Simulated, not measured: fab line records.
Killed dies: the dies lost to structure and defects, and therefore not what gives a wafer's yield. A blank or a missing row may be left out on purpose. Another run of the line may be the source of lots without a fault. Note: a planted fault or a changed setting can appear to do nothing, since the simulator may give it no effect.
Chamber matching / flow n5 finfet / N5_BEOL_M7_CURE_74 on uv cure-03: 3 sister chambers
The step cures SiCOH lowk, time 240 s. 22 wafers are shown with their chamber, then 11 later ones without.

== WAFERS WITH THEIR CHAMBER ==
wafer=L074.4; chamber=2; wafer_temp_C_max=387.4; lamp power pct (%)=52.37
wafer=L074.5; chamber=2; wafer_temp_C_max=387.6; lamp power pct (%)=52.27
wafer=L074.6; chamber=2; wafer_temp_C_max=388.1; lamp power pct (%)=52.41
wafer=L078.1; chamber=2; wafer_temp_C_max=386.7; lamp power pct (%)=52.28
wafer=L078.2; chamber=2; wafer_temp_C_max=387.1; lamp power pct (%)=52.35
wafer=L078.4; chamber=2; wafer_temp_C_max=387.2; lamp power pct (%)=52.37
wafer=L080.1; chamber=1; wafer_temp_C_max=386.2; lamp power pct (%)=52.31
wafer=L080.2; chamber=1; wafer_temp_C_max=386.4; lamp power pct (%)=52.34
wafer=L080.5; chamber=1; wafer_temp_C_max=386.0; lamp power pct (%)=52.31
wafer=L081.2; chamber=1; wafer_temp_C_max=386.0; lamp power pct (%)=52.24
wafer=L081.3; chamber=1; wafer_temp_C_max=385.7; lamp power pct (%)=52.25
wafer=L081.6; chamber=1; wafer_temp_C_max=386.0; lamp power pct (%)=52.29
wafer=L083.3; chamber=0; wafer_temp_C_max=387.6; lamp power pct (%)=52.22
wafer=L083.5; chamber=0; wafer_temp_C_max=387.3; lamp power pct (%)=52.31
wafer=L083.6; chamber=0; wafer_temp_C_max=387.9; lamp power pct (%)=52.28
wafer=L084.3; chamber=2; wafer_temp_C_max=387.0; lamp power pct (%)=52.36
wafer=L084.4; chamber=2; wafer_temp_C_max=387.8; lamp power pct (%)=52.38
wafer=L084.6; chamber=2; wafer_temp_C_max=387.0; lamp power pct (%)=52.38
wafer=L087.1; chamber=1; wafer_temp_C_max=385.9; lamp power pct (%)=52.36
wafer=L087.5; chamber=1; wafer_temp_C_max=386.1; lamp power pct (%)=52.33
wafer=L087.6; chamber=1; wafer_temp_C_max=386.0; lamp power pct (%)=52.23
wafer=L089.3; chamber=2; wafer_temp_C_max=387.5; lamp power pct (%)=52.31

SIGNATURES (averages over the wafers above)
reading=wafer_temp_C_max; chamber 0=387.600; chamber 1=386.033; chamber 2=387.340; scatter within a chamber=0.331
reading=lamp power pct; chamber 0=52.2700; chamber 1=52.2956; chamber 2=52.3480; scatter within a chamber=0.0462
Rule: for each reading, subtract the chamber's mean from the wafer's reading, divide by that reading's scatter and square the result; add these up over the readings and take the root, which gives the wafer's distance from the chamber. If the next closest chamber is less than 2 further off than the closest, the wafer can't be placed; otherwise it belongs to the closest. The scatter: take each reading less its chamber's mean, square it, sum over the shown wafers, divide by the number of wafers less the number of chambers, and take the root.

== WAFERS MISSING THEIR CHAMBER ==
wafer=L089.5; wafer_temp_C_max=387.1; lamp power pct (%)=52.27
wafer=L089.6; wafer_temp_C_max=387.8; lamp power pct (%)=52.27
wafer=L090.1; wafer_temp_C_max=386.3; lamp power pct (%)=52.31
wafer=L090.4; wafer_temp_C_max=386.0; lamp power pct (%)=52.22
wafer=L090.5; wafer_temp_C_max=386.4; lamp power pct (%)=52.34
wafer=L095.1; wafer_temp_C_max=387.8; lamp power pct (%)=52.33
wafer=L095.5; wafer_temp_C_max=387.2; lamp power pct (%)=52.37
wafer=L095.6; wafer_temp_C_max=387.8; lamp power pct (%)=52.34
wafer=L096.1; wafer_temp_C_max=387.4; lamp power pct (%)=52.28
wafer=L096.2; wafer_temp_C_max=387.0; lamp power pct (%)=52.32
wafer=L096.4; wafer_temp_C_max=387.1; lamp power pct (%)=52.28

== EACH ONE'S CHAMBER ==
wafer=L089.5; from the rows above=can't be placed: 0 or 2 or 1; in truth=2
wafer=L089.6; from the rows above=can't be placed: 0 or 2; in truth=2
wafer=L090.1; from the rows above=1; in truth=1
wafer=L090.4; from the rows above=1; in truth=1
wafer=L090.5; from the rows above=can't be placed: 1 or 2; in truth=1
wafer=L095.1; from the rows above=can't be placed: 0 or 2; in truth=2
wafer=L095.5; from the rows above=can't be placed: 2 or 0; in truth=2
wafer=L095.6; from the rows above=can't be placed: 2 or 0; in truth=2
wafer=L096.1; from the rows above=can't be placed: 0 or 2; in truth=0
wafer=L096.2; from the rows above=can't be placed: 2 or 0 or 1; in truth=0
wafer=L096.4; from the rows above=can't be placed: 0 or 2 or 1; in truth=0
Placed correctly: 2 of 11. These rows do not allow placing 9 (true chamber among the candidates in 9). Placed wrongly: 0.
